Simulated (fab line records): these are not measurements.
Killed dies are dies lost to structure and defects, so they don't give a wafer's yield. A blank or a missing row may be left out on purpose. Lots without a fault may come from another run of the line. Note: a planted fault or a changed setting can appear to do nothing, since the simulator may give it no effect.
Matching of chambers || flow nandHarc || NHARC_A_SLIT_ETCH_24 on rieDiel-11 has 4 sister chambers
The step etches the open film in CF4/CHF3, target depth 121 nm, time 60.5 s. 4 wafers are shown with their chamber, then 10 later ones without.

== WAFERS PAIRED WITH THEIR CHAMBERS ==
{"wafer": "L086.1", "chamber": 2, "drypumpMotorCurrentA (A)": 5.0}
{"wafer": "L086.3", "chamber": 3, "drypumpMotorCurrentA (A)": 6.4}
{"wafer": "L090.6", "chamber": 0, "drypumpMotorCurrentA (A)": 5.7}
{"wafer": "L092.5", "chamber": 1, "drypumpMotorCurrentA (A)": 5.8}

== WAFERS MISSING THEIR CHAMBER ==
{"wafer": "L092.6", "drypumpMotorCurrentA (A)": 5.0}
{"wafer": "L093.3", "drypumpMotorCurrentA (A)": 5.0}
{"wafer": "L093.4", "drypumpMotorCurrentA (A)": 6.4}
{"wafer": "L093.5", "drypumpMotorCurrentA (A)": 5.0}
{"wafer": "L096.2", "drypumpMotorCurrentA (A)": 6.5}
{"wafer": "L096.3", "drypumpMotorCurrentA (A)": 5.7}
{"wafer": "L096.4", "drypumpMotorCurrentA (A)": 5.7}
{"wafer": "L097.2", "drypumpMotorCurrentA (A)": 6.4}
{"wafer": "L097.3", "drypumpMotorCurrentA (A)": 5.7}
{"wafer": "L097.6", "drypumpMotorCurrentA (A)": 5.7}

== THE CHAMBER EACH PASSED THROUGH ==
{"wafer": "L092.6", "from the rows above": 2, "in truth": 2}
{"wafer": "L093.3", "from the rows above": 2, "in truth": 2}
{"wafer": "L093.4", "from the rows above": 3, "in truth": 3}
{"wafer": "L093.5", "from the rows above": 2, "in truth": 2}
{"wafer": "L096.2", "from the rows above": 3, "in truth": 3}
{"wafer": "L096.3", "from the rows above": 0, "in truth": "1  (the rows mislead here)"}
{"wafer": "L096.4", "from the rows above": 0, "in truth": 0}
{"wafer": "L097.2", "from the rows above": 3, "in truth": 3}
{"wafer": "L097.3", "from the rows above": 0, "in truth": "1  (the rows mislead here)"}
{"wafer": "L097.6", "from the rows above": 0, "in truth": 0}
Correctly placed: 8 of 10. Number that these rows cannot place: 0. Wrongly placed: 2.
How it was worked out, from the rows above alone: a wafer's distance from a chamber is the root of the sum, over the readings, of the square of ((its reading less the chamber's mean) divided by the reading's scatter). If the next closest chamber is less than 2 further off than the closest, the wafer can't be placed; otherwise it belongs to the closest. Each chamber's mean is taken over the wafers shown for it. The scatter: with one shown wafer a chamber, the root of the mean of the squares of how far each hidden wafer lies from its nearest shown one.
